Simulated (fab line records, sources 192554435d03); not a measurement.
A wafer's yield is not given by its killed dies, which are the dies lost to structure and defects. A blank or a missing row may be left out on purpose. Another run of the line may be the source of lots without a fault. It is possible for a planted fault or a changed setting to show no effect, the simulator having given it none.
Matching of chambers || flow n5Finfet || N5_BEOL_M2_ETCHBACK_99 on rieDiel-01: 4 sister chambers
The step etches SiO2 in CHF3, target depth 5 nm, time 10.4 s. 8 wafers are shown with their chamber, then 8 later ones without.

== WAFERS PAIRED WITH THEIR CHAMBERS ==
{"wafer": "L082.1", "chamber": 3, "drypumpMotorCurrentA (A)": 6.0, "throttleValvePct (%)": 17.09}
{"wafer": "L082.5", "chamber": 2, "drypumpMotorCurrentA (A)": 5.1, "throttleValvePct (%)": 16.53}
{"wafer": "L083.5", "chamber": 0, "drypumpMotorCurrentA (A)": 6.0, "throttleValvePct (%)": 17.13}
{"wafer": "L083.6", "chamber": 1, "drypumpMotorCurrentA (A)": 6.7, "throttleValvePct (%)": 17.04}
{"wafer": "L086.1", "chamber": 3, "drypumpMotorCurrentA (A)": 6.1, "throttleValvePct (%)": 17.10}
{"wafer": "L086.5", "chamber": 2, "drypumpMotorCurrentA (A)": 5.1, "throttleValvePct (%)": 16.53}
{"wafer": "L086.6", "chamber": 1, "drypumpMotorCurrentA (A)": 6.7, "throttleValvePct (%)": 17.05}
{"wafer": "L087.2", "chamber": 0, "drypumpMotorCurrentA (A)": 6.0, "throttleValvePct (%)": 17.15}

== WAFERS WITH NO CHAMBER GIVEN ==
{"wafer": "L087.3", "drypumpMotorCurrentA (A)": 5.1, "throttleValvePct (%)": 16.55}
{"wafer": "L087.5", "drypumpMotorCurrentA (A)": 6.7, "throttleValvePct (%)": 17.08}
{"wafer": "L094.2", "drypumpMotorCurrentA (A)": 5.2, "throttleValvePct (%)": 16.58}
{"wafer": "L094.4", "drypumpMotorCurrentA (A)": 6.8, "throttleValvePct (%)": 17.09}
{"wafer": "L094.5", "drypumpMotorCurrentA (A)": 6.0, "throttleValvePct (%)": 17.17}
{"wafer": "L096.2", "drypumpMotorCurrentA (A)": 6.7, "throttleValvePct (%)": 17.10}
{"wafer": "L096.3", "drypumpMotorCurrentA (A)": 5.1, "throttleValvePct (%)": 16.58}
{"wafer": "L096.6", "drypumpMotorCurrentA (A)": 6.7, "throttleValvePct (%)": 17.10}

== CHAMBER TAKEN BY EACH ==
{"wafer": "L087.3", "from the rows above": 2, "in truth": 2}
{"wafer": "L087.5", "from the rows above": 1, "in truth": 1}
{"wafer": "L094.2", "from the rows above": 2, "in truth": 2}
{"wafer": "L094.4", "from the rows above": 1, "in truth": 1}
{"wafer": "L094.5", "from the rows above": 0, "in truth": 0}
{"wafer": "L096.2", "from the rows above": 1, "in truth": 1}
{"wafer": "L096.3", "from the rows above": 2, "in truth": 2}
{"wafer": "L096.6", "from the rows above": 1, "in truth": 1}
8 of 8 placed correctly. Can't be placed from these rows: 0. Placed wrongly: 0.
How it was worked out, from the rows above alone: a wafer's distance from a chamber is the root of the sum, over the readings, of the square of ((its reading less the chamber's mean) divided by the reading's scatter). If the next closest chamber is less than 2 further off than the closest, the wafer can't be placed; otherwise it belongs to the closest. The mean given for a chamber averages the wafers shown for that chamber. The scatter: the root of (the sum of the squares of (reading less its chamber's mean) over the shown wafers, divided by (wafers less chambers)).
